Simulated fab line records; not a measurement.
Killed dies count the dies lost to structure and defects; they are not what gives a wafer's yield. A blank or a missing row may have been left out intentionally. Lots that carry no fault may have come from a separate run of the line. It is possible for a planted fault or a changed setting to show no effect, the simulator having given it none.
Matching of chambers ; flow nand harc ; NHARC_A_STAIRCASE_DEP_471 on pecvd-02 has 3 sister chambers
The step deposits SiO2, target thk 100 nm. 6 wafers are shown with their chamber, then 10 later ones without.

EACH WAFER AND ITS CHAMBER
wafer;chamber;throttle valve pct (%);heater power w (W)
L084.6;2;14.3;622
L085.3;0;16.5;519
L085.4;1;16.4;570
L085.5;0;16.5;528
L087.1;1;16.7;695
L087.3;2;14.5;620

WAFERS WITH NO CHAMBER GIVEN
wafer;throttle valve pct (%);heater power w (W)
L087.6;14.5;641
L092.1;14.4;620
L092.3;16.5;721
L092.4;16.0;461
L094.2;14.5;692
L094.3;16.4;758
L094.4;16.7;566
L095.1;15.9;524
L095.2;16.5;632
L095.5;16.6;635

WHICH CHAMBER EACH ONE RAN IN
wafer;from the rows above;in truth
L087.6;2;2
L092.1;2;2
L092.3;1;1
L092.4;can't be placed: 0 or 1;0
L094.2;2;2
L094.3;can't be placed: 1 or 0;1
L094.4;can't be placed: 0 or 1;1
L095.1;can't be placed: 0 or 1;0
L095.2;can't be placed: 1 or 0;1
L095.5;can't be placed: 1 or 0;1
Correctly placed: 4 of 10. Unplaceable from these rows: 6, with the true chamber sitting among the candidates in 6. Number placed wrongly: 0.
How it was worked out, from the rows above alone: a wafer's distance from a chamber is the root of the sum, over the readings, of the square of ((its reading less the chamber's mean) divided by the reading's scatter). The wafer belongs to the nearest chamber; if the next one is less than 2 further off, it can't be placed. A chamber's mean is the mean of its shown wafers. The scatter: take each reading less its chamber's mean, square it, sum over the shown wafers, divide by the number of wafers less the number of chambers, and take the root.
